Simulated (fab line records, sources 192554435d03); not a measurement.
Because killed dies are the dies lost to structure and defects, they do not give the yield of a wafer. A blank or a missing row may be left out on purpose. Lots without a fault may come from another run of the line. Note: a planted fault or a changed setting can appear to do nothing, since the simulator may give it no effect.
Chamber matching / flow n5 finfet / rie diel-02 running N5_MOL_CONTACT_COAG_ETCH_89: 4 sister chambers
The step etches underlayer in N2/H2, target depth 13 nm, time 10.4 s. 4 wafers are shown with their chamber, then 9 later ones without.

WAFERS PAIRED WITH THEIR CHAMBERS
wafer=L086.2; chamber=3; drypump motor current A (A)=5.9
wafer=L087.5; chamber=1; drypump motor current A (A)=6.2
wafer=L091.4; chamber=2; drypump motor current A (A)=5.7
wafer=L091.5; chamber=0; drypump motor current A (A)=5.3

WAFERS WITH NO CHAMBER GIVEN
wafer=L094.3; drypump motor current A (A)=5.2
wafer=L094.4; drypump motor current A (A)=6.1
wafer=L094.5; drypump motor current A (A)=5.9
wafer=L092.1; drypump motor current A (A)=5.9
wafer=L092.2; drypump motor current A (A)=5.2
wafer=L092.5; drypump motor current A (A)=5.9
wafer=L095.2; drypump motor current A (A)=6.1
wafer=L095.3; drypump motor current A (A)=5.2
wafer=L095.5; drypump motor current A (A)=5.2

WHICH CHAMBER EACH WENT THROUGH
wafer=L094.3; from the rows above=0; in truth=0
wafer=L094.4; from the rows above=can't be placed: 1 or 3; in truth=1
wafer=L094.5; from the rows above=3; in truth=3
wafer=L092.1; from the rows above=3; in truth=3
wafer=L092.2; from the rows above=0; in truth=0
wafer=L092.5; from the rows above=3; in truth=3
wafer=L095.2; from the rows above=can't be placed: 1 or 3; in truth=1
wafer=L095.3; from the rows above=0; in truth=0
wafer=L095.5; from the rows above=0; in truth=0
7 of 9 placed correctly. From these rows, 2 cannot be placed; in 2 the true chamber is one of the candidates. 0 placed wrongly.
How it was worked out, from the rows above alone: a wafer's distance from a chamber is the root of the sum, over the readings, of the square of ((its reading less the chamber's mean) divided by the reading's scatter). If the next closest chamber is less than 2 further off than the closest, the wafer can't be placed; otherwise it belongs to the closest. For every chamber, the mean is computed from those of its wafers that are shown. The scatter: root of mean squared gap, hidden wafer to nearest shown wafer, with one shown wafer a chamber.
